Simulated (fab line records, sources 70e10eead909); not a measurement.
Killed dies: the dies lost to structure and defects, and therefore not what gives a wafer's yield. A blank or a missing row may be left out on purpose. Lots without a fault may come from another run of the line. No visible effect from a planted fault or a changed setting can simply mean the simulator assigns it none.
The tool behind it: which one?    flow nand_harc    11 lots, 31 wafers sampled, at 4 steps of a route of 1302

WHAT THE GAUGES SHOWED, per wafer
NHARC_A_SLIT_INSPECT_11.
lot   measured      on                 raw_defect_count
L481  day 20 07:09  defect_inspect-02  64 77 60
L484  day 21 10:16  defect_inspect-01  74 65 77
L486  day 22 00:41  defect_inspect-01  113 125 98
L490  day 24 07:16  defect_inspect-01  334 338
L492  day 24 17:27  defect_inspect-02  69 69 53
L497  day 26 02:38  defect_inspect-01  18 11 21
L499  day 27 12:59  defect_inspect-01  26 32 21
L500  day 27 22:37  defect_inspect-02  54 67 63
L501  day 28 07:50  defect_inspect-02  19 25 33
L502  day 29 07:38  defect_inspect-01  13 9 12
L503  day 29 12:18  defect_inspect-02  77 88 70

WHICH TOOL RAN EACH LOT (tool, then ch and the chambers of the sampled wafers, then the start)
lot   NHARC_A_SGD_CUT_ETCH_15                        NHARC_A_SLIT_DEP_25              NHARC_A_SLIT_DEP_23
L481  rie_diel-10 ch 1,2,3, day 20 00:38 or earlier  pecvd-03 ch 1,2, day 20 00:38    pecvd-03 ch 1,2, day 20 06:23
L484  rie_diel-13 ch 0,3, day 21 03:20 or earlier    pecvd-03 ch 1,2, day 21 03:20    pecvd-03 ch 1,2, day 21 09:35
L486  rie_diel-05 ch 1,2,3, day 21 17:11 or earlier  pecvd-02 ch 1,2, day 21 17:11    pecvd-02 ch 1,2, day 21 23:53
L490  rie_diel-10 ch 1, day 24 02:31 or earlier      pecvd-02 ch 2, day 24 02:31      pecvd-02 ch 2, day 24 06:36
L492  rie_diel-10 ch 0,1,3, day 24 12:35 or earlier  pecvd-03 ch 0,2, day 24 12:35    pecvd-03 ch 0,2, day 24 16:41
L497  rie_diel-13 ch 0,2, day 25 20:47 or earlier    pecvd-03 ch 1,2, day 25 20:47    pecvd-04 ch 1,2, day 26 01:50
L499  rie_diel-13 ch 0,1,3, day 27 07:26 or earlier  pecvd-03 ch 0,1,2, day 27 07:26  pecvd-03 ch 0,1,2, day 27 12:11
L500  rie_diel-10 ch 0,2,3, day 27 16:45 or earlier  pecvd-03 ch 0,2, day 27 16:45    pecvd-04 ch 0,2, day 27 22:00
L501  rie_diel-10 ch 2,3, day 28 02:43 or earlier    pecvd-04 ch 0,1, day 28 02:43    pecvd-02 ch 0,1,2, day 28 07:04
L502  rie_diel-10 ch 0,2,3, day 28 22:36 or earlier  pecvd-02 ch 0,2, day 28 22:36    pecvd-03 ch 0,1,2, day 29 06:59
L503  rie_diel-10 ch 0,1,2, day 29 07:25 or earlier  pecvd-04 ch 0,1,2, day 29 07:25  pecvd-02 ch 0,1,2, day 29 11:30
- NHARC_A_SGD_CUT_ETCH_15: etches the open film in CH3F/O2, target depth 75 nm, time 64.3 s.
- NHARC_A_SLIT_DEP_25: deposits SiO2, target thk 200 nm.
- NHARC_A_SLIT_DEP_23: deposits SiON, target thk 100 nm.

THE ANSWER, worked out from the rows above alone
Rule: the lots themselves supply what counts as usual. Put in order of their means at a reading, lots are off if they are a third of the lots or fewer, leave a main group of 4 or more, and stand apart from it by a gap of 3 or more times the standard deviation of the main group's means; of several such gaps the widest counts. If all means in a main group match to the digits the tables above print for the reading, that group is not used. A lot without any number at a reading at which 4 lots or more have one is off too. All remaining lots with rows at the step are treated as sound.
Off at NHARC_A_SLIT_INSPECT_11 (raw_defect_count): L490. The main group: mean 53, standard deviation 31.
If a tool, at a process step before that reading, ran all the lots that are off and no sound lot after the first of them, it fits. The gauges at NHARC_A_SLIT_INSPECT_11 are tried like those tools. Because NHARC_A_SGD_CUT_ETCH_15 lacks a start for some lots, the hours and order of its lots are taken from NHARC_A_SLIT_DEP_25. Not one of the candidates tried fits.

WHAT HAD BEEN PUT IN BY THE SIMULATOR
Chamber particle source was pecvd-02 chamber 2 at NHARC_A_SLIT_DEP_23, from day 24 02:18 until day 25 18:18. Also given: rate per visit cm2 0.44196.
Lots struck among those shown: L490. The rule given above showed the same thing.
